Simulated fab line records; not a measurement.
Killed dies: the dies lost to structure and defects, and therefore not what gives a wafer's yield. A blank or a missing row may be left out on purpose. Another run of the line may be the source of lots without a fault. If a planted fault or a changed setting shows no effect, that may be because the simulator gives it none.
Problem report, 8D (eight disciplines) form, completed by code | flow nand harc | the parts of the form that need people (team, actions taken, sign-off) are left out

## 1. THE PROBLEM
killed at array at NHARC_END_SORT_01 reads a mean of 319 on 5 wafers of 3 lots; wafers without a fault read 27 with a standard deviation of 10. Measured from the usual mean, that is +29 standard deviations.
The first sign was on wafer L795.2 at day 22 18:56, on prober-02. Wafers with a number at this step in the record: 6, from 3 lots. Rule for "out", or "out of limits": more than 4 standard deviations from the usual mean. Any other wafer with a number is counted as sound.

## 2. WHAT IT IS AND WHAT IT IS NOT
question                    | is                                     | is not
which readings at this step | killed at array, killed dies           | killed at other, killed at periphery, killed open, killed short
which lots                  | L795, L797, L798                       | -
which wafers of those lots  | L795.2, L795.5, L797.2, L797.5, L798.5 | L798.3
read on which gauges        | prober-01, prober-02                   | -
when                        | from day 22 18:56                      | up to then (0 sound wafers); but 1 sound wafer of L798 came after

## 3. SUSPECTS, AND WHAT RULES EACH OUT
Counting: if a tool at a process step up to the reading ran every lot that is out, it stays a suspect. Sound lots after the first of them don't rule it out here, since some wafers of a struck lot are sound.
- ruled out: the gauge at NHARC_END_SORT_01. The wafers that are out were read on 2 gauges (prober-01, prober-02).
- rie diel-10 at NHARC_A_STAIRCASE_ETCH_17 (etches the open film in C4F8/O2, target depth 100 nm, time 40.5 s): kept. It ran every lot that is out, first L795 (day 14 15:19). Because NHARC_A_STAIRCASE_ETCH_17 lacks a start for some lots, the hours and order of its lots are taken from NHARC_A_STAIRCASE_TRIM_18.
- rie diel-10 at NHARC_A_STAIRCASE_TRIM_18 (chemistry O2, time 211.2 s): kept. It ran every lot that is out, first L795 (day 14 15:19). Out on those wafers are its own readings of oes product au.
What counting leaves: rie diel-10 at NHARC_A_STAIRCASE_ETCH_17 and rie diel-10 at NHARC_A_STAIRCASE_TRIM_18.

## 4. THE CAUSE (what the simulator had put in)
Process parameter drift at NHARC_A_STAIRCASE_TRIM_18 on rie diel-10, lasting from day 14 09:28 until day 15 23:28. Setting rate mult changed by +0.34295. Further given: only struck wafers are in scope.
Counting leaves 2 suspects; this tool is one of them.

## 5. SEQUENCE OF EFFECTS, ordered by route
Rows list readings where the struck wafers' mean (over those with a number) sits beyond 3 standard deviations from the usual. Readings are gone through only where the record gives a usual standard deviation; hours: the median, over the lots, of the time from a lot's start at the first step in this table giving one to that lot's start at this step; sigmas: the change measured in usual standard deviations.
hours | step                      | reading         | usual      | on struck wafers | change | sigmas
0     | NHARC_A_STAIRCASE_TRIM_18 | oes product au  | 1.002 a.u. | 1.213            | +0.211 | +15
204   | NHARC_END_SORT_01         | killed at array | 27         | 319              | +292   | +29
204   | NHARC_END_SORT_01         | killed dies     | 30         | 322              | +292   | +29
It contains these process steps:
- NHARC_A_STAIRCASE_TRIM_18: chemistry O2, time 211.2 s.

## 6. HOW IT WOULD HAVE BEEN CAUGHT EARLIER
201 hours passed between the start of the fault at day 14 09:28 and the first reading out of limits at a measuring or inspecting step in this record, taken at day 22 18:56.
Tool's own readings at NHARC_A_STAIRCASE_TRIM_18, oes product au: out on all struck wafers the step has rows for; an alarm limit on them would have tripped on the first.
Lots out: 3; all had begun NHARC_A_STAIRCASE_TRIM_18 on rie diel-10 by day 22 18:56. Had the tool been put on hold then, not one of them would have been saved.
